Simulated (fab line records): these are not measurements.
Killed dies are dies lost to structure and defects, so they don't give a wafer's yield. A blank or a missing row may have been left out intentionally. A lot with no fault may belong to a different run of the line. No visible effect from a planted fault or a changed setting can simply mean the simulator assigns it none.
Which tool was responsible?    flow n5 finfet    25 wafers from 9 lots sampled at 6 of the route's 1938 steps

== WHAT EACH GAUGE READ, for each wafer ==
N5_BEOL_M4_RC_MEAS_101. Usual: DIBL_N 35.9 mV/V, standard deviation 1.8; DIBL_P 36.2 mV/V, standard deviation 2; IOFF_N 0.16 nA/um, standard deviation 0.031; IOFF_P 0.22 nA/um, standard deviation 0.041; ION_N 676 uA/um, standard deviation 11; ION_P 465 uA/um, standard deviation 8.5; SS_N 71.4 mV/dec, standard deviation 0.64; SS_P 73.2 mV/dec, standard deviation 0.7; VT_N 250 mV, standard deviation 3.5; VT_P -250 mV, standard deviation 3.9.
lot   measured      on         DIBL_N (mV/V)   DIBL_P (mV/V)   IOFF_N (nA/um)  IOFF_P (nA/um)  ION_N (uA/um)  ION_P (uA/um)  SS_N (mV/dec)   SS_P (mV/dec)   VT_N (mV)    VT_P (mV)       flag
L496  day 8 04:22   prober-02  35.3 34.0 35.9  37.7 35.3 37.8  0.15 0.13 0.16  0.21 0.18 0.22  681 657 688    472 456 467    70.8 70.9 70.8  73.5 73.1 73.5  250 253 251  -250 -252 -249  
L495  day 8 04:23   prober-01  35.4 36.9 35.3  35.3 37.8 34.9  0.13 0.17 0.14  0.22 0.29 0.23  672 694 674    466 484 476    71.4 71.1 70.7  72.4 73.3 73.0  255 249 252  -249 -244 -246  
L497  day 8 14:21   prober-02  36.6 33.5 35.1  35.9 32.5 35.4  0.17 0.11 0.15  0.19 0.15 0.18  673 657 676    449 450 457    71.5 70.8 71.1  73.4 71.8 72.0  250 252 250  -251 -254 -251  
L504  day 10 02:59  prober-01  36.3 36.3       36.6 36.9       0.16 0.16       0.25 0.26       678 673        470 465        70.6 71.3       73.6 72.8       247 249      -242 -245       
L505  day 10 22:28  prober-01  37.4 38.1       37.1 37.7       0.16 0.18       0.21 0.24       679 680        465 473        71.1 72.2       73.3 73.7       248 249      -253 -250       
L509  day 11 17:22  prober-01  37.3 35.6 34.1  37.5 35.1 34.6  0.20 0.16 0.15  0.28 0.22 0.23  706 682 679    476 470 469    71.2 70.9 70.5  74.2 73.6 73.6  243 246 250  -247 -251 -245  
L512  day 12 05:52  prober-01  37.3 36.9 38.6  38.5 37.9 39.0  0.21 0.20 0.22  0.24 0.23 0.24  689 689 691    464 468 463    72.4 71.9 71.9  74.3 74.2 74.4  245 244 246  -249 -251 -250  
L516  day 13 15:16  prober-01  36.2 34.7 34.8  34.7 33.7 33.1  0.17 0.14 0.15  0.22 0.20 0.19  680 669 662    459 466 458    71.8 71.2 71.2  73.0 72.9 71.8  247 249 250  -251 -251 -250  
L518  day 14 09:07  prober-02  35.7 35.4 35.6  35.5 35.8 36.1  0.13 0.13 0.14  0.15 0.15 0.15  676 678 675    456 464 452    70.6 70.6 71.2  73.4 72.5 73.0  250 254 249  -258 -259 -256  

N5_BEOL_M15_INSPECT_12: inspects for defects (macro). Usual: raw defect count at 2.1, with a standard deviation of 1.4.
lot   measured      on                 raw defect count  flag
L496  day 11 23:46  defect inspect-02  2 0 1             
L495  day 12 01:16  defect inspect-02  2 1 4             
L497  day 12 12:49  defect inspect-02  4 2 2             
L504  day 14 00:11  defect inspect-01  1 3               
L505  day 14 16:52  defect inspect-02  4 6               
L509  day 15 13:28  defect inspect-01  2 1 2             
L512  day 15 13:44  defect inspect-02  1 5 5             
L516  day 17 07:08  defect inspect-01  1 0 4             
L518  day 18 01:14  defect inspect-01  0 2 3             

N5_BEOL_M15_CD_MEAS_28: target cd 407.6 nm. Usual: cd nm at 407.4 nm, with a standard deviation of 1.6.
lot   measured      on         cd nm (nm)         flag
L496  day 12 03:01  cd sem-02  407.1 404.4 408.5  
L495  day 12 02:49  cd sem-03  404.7 407.0 406.5  
L497  day 12 14:23  cd sem-03  406.7 407.6 405.9  
L504  day 14 01:45  cd sem-01  454.0 407.7        OFF
L505  day 14 18:28  cd sem-02  455.0 410.0        OFF
L509  day 15 15:30  cd sem-01  406.4 408.8 408.4  
L512  day 15 15:54  cd sem-02  409.0 410.0 407.4  
L516  day 17 09:22  cd sem-03  406.1 408.7 406.2  
L518  day 18 02:39  cd sem-03  409.5 407.6 409.4  

== WHAT TOOL EACH LOT RAN ON (gives the tool, then ch and the chambers of the sampled wafers, and finally the start) ==
lot   N5_BEOL_M15_VIA_ETCH_16             N5_BEOL_M15_ETCH_57                 N5_BEOL_M15_EXPOSE_25
L496  rie diel-04 ch 0, day 12 00:00      rie diel-04 ch 0, day 12 01:10      krf scanner-01 ch 0, day 12 02:51
L495  rie diel-06 ch 0,3, day 12 01:25    rie diel-01 ch 0,2, day 12 02:02    krf scanner-02 ch 0, day 12 02:38
L497  rie diel-06 ch 0,2,3, day 12 12:56  rie diel-04 ch 2,3, day 12 13:29    krf scanner-02 ch 0, day 12 14:13
L504  rie diel-06 ch 0,2, day 14 00:18    rie diel-04 ch 0,3, day 14 00:58    krf scanner-01 ch 0, day 14 01:35
L505  rie diel-04 ch 0,2, day 14 16:59    rie diel-06 ch 0,2, day 14 17:34    krf scanner-01 ch 0, day 14 18:19
L509  rie diel-06 ch 0,1,2, day 15 13:47  rie diel-04 ch 0,1,3, day 15 14:36  krf scanner-02 ch 0, day 15 15:20
L512  rie diel-06 ch 0,3, day 15 14:17    rie diel-01 ch 1,2,3, day 15 15:00  krf scanner-02 ch 0, day 15 15:44
L516  rie diel-06 ch 0,3, day 17 07:18    rie diel-06 ch 0,3, day 17 08:14    krf scanner-02 ch 0, day 17 09:12
L518  rie diel-01 ch 0,3, day 18 01:22    rie diel-06 ch 1,3, day 18 01:53    krf scanner-02 ch 0, day 18 02:29
- N5_BEOL_M15_VIA_ETCH_16: etches SiO2 in C4F8/O2/Ar, target depth 1792.2 nm.
- N5_BEOL_M15_ETCH_57: etches SOC in N2/H2, time 750 s.
- N5_BEOL_M15_EXPOSE_25: exposes mask M15, target cd 400 nm.

== WHAT THE TOOLS THEMSELVES READ (means of the sampled wafers that have a number; where no wafer has one, the mark that the record gives instead) ==
N5_BEOL_M15_VIA_ETCH_16. Usual: O2_flow_sccm 12.00 sccm, standard deviation 0.034; drypump motor current A 5.6 A, standard deviation 0.46; oes_f_703_au 0.82 a.u., standard deviation 0.1; oes product au 0.73 a.u., standard deviation 0.088; rf vpp V 2227 V, standard deviation 27; showerhead plenum p Torr 3.45 Torr, standard deviation 0.14; throttle valve pct 30.86 %, standard deviation 0.24.
lot   tool         O2_flow_sccm (sccm)  drypump motor current A (A)  oes_f_703_au (a.u.)  oes product au (a.u.)  rf vpp V (V)  showerhead plenum p Torr (Torr)  throttle valve pct (%)  flag
L496  rie diel-04  12.02                5.3                          0.74                 0.66                   2272          3.56                             31.06                   
L495  rie diel-06  11.98                5.8                          0.80                 0.72                   2208          3.47                             30.90                   
L497  rie diel-06  11.99                5.6                          0.85                 0.77                   2213          3.50                             30.81                   
L504  rie diel-06  11.99                5.2                          0.78                 0.70                   2216          3.56                             30.85                   
L505  rie diel-04  12.02                5.6                          0.76                 0.67                   2220          3.50                             30.87                   
L509  rie diel-06  12.01                5.4                          0.76                 0.68                   2223          3.43                             30.82                   
L512  rie diel-06  12.01                5.8                          0.76                 0.68                   2206          3.46                             30.93                   
L516  rie diel-06  11.99                5.8                          0.93                 0.83                   2207          3.45                             30.81                   
L518  rie diel-01  12.06                6.0                          0.88                 0.82                   2259          3.47                             30.79                   

N5_BEOL_M15_ETCH_57. Usual: drypump motor current A 5.7 A, standard deviation 0.47; h2 flow sccm 199.9 sccm, standard deviation 0.64; oes product au 0.81 a.u., standard deviation 0.094; rf vpp V 524 V, standard deviation 3.1; showerhead plenum p Torr 2.55 Torr, standard deviation 0.1; throttle valve pct 17.73 %, standard deviation 0.24.
lot   tool         drypump motor current A (A)  h2 flow sccm (sccm)  oes product au (a.u.)  rf vpp V (V)  showerhead plenum p Torr (Torr)  throttle valve pct (%)  flag
L496  rie diel-04  5.3                          200.0                0.73                   525           2.61                             17.78                   
L495  rie diel-01  5.9                          199.9                0.71                   522           2.47                             17.98                   
L497  rie diel-04  5.9                          199.2                0.86                   525           2.57                             17.44                   
L504  rie diel-04  5.7                          199.8                0.81                   525           2.59                             17.59                   
L505  rie diel-06  5.2                          199.6                0.77                   527           2.65                             17.84                   
L509  rie diel-04  5.7                          199.6                0.85                   526           2.60                             17.78                   
L512  rie diel-01  5.8                          200.0                0.80                   525           2.55                             17.78                   
L516  rie diel-06  6.0                          200.2                0.90                   523           2.51                             17.57                   
L518  rie diel-06  5.8                          200.0                0.76                   519           2.38                             17.78                   

N5_BEOL_M15_EXPOSE_25. Usual: exposure dose mJ cm2 at 35.46, with a standard deviation of 0.034.
lot   tool            exposure dose mJ cm2  flag
L496  krf scanner-01  35.47                 
L495  krf scanner-02  35.48                 
L497  krf scanner-02  35.48                 
L504  krf scanner-01  35.45                 
L505  krf scanner-01  35.47                 
L509  krf scanner-02  35.49                 
L512  krf scanner-02  35.51                 
L516  krf scanner-02  35.53                 
L518  krf scanner-02  35.46                 

== THE ANSWER, worked out from the rows above alone ==
Rule: a lot is off if the mean of its wafers that have a number lies more than 3 standard deviations from the usual mean. Also off: a lot with no number at a reading for which 4 or more lots have one. All remaining lots with rows at the step are treated as sound. The gauges are gone through in route order, then the tools' own readings, and for those a lot's mean is taken as printed above. The first step at which some lot is off is used, and at that step the reading that is off furthest; a lot without a number counts as furthest.
Off: L504, L505, at N5_BEOL_M15_CD_MEAS_28 (cd nm).
A tool fits if, at a process step before that reading, it ran every lot that is off, and no sound lot after the first of them. Those tools and the gauges at N5_BEOL_M15_CD_MEAS_28 are tried in the same way. One fits: N5_BEOL_M15_EXPOSE_25 on krf scanner-01. A fault onset in the window from L496 (day 12 02:51, its last sound lot) to L504 (day 14 01:35, its first lot off) fits.

== WHAT THE SIMULATOR HAD INSERTED ==
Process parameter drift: krf scanner-01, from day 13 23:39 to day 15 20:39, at N5_BEOL_M15_EXPOSE_25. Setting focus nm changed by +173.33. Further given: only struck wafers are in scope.
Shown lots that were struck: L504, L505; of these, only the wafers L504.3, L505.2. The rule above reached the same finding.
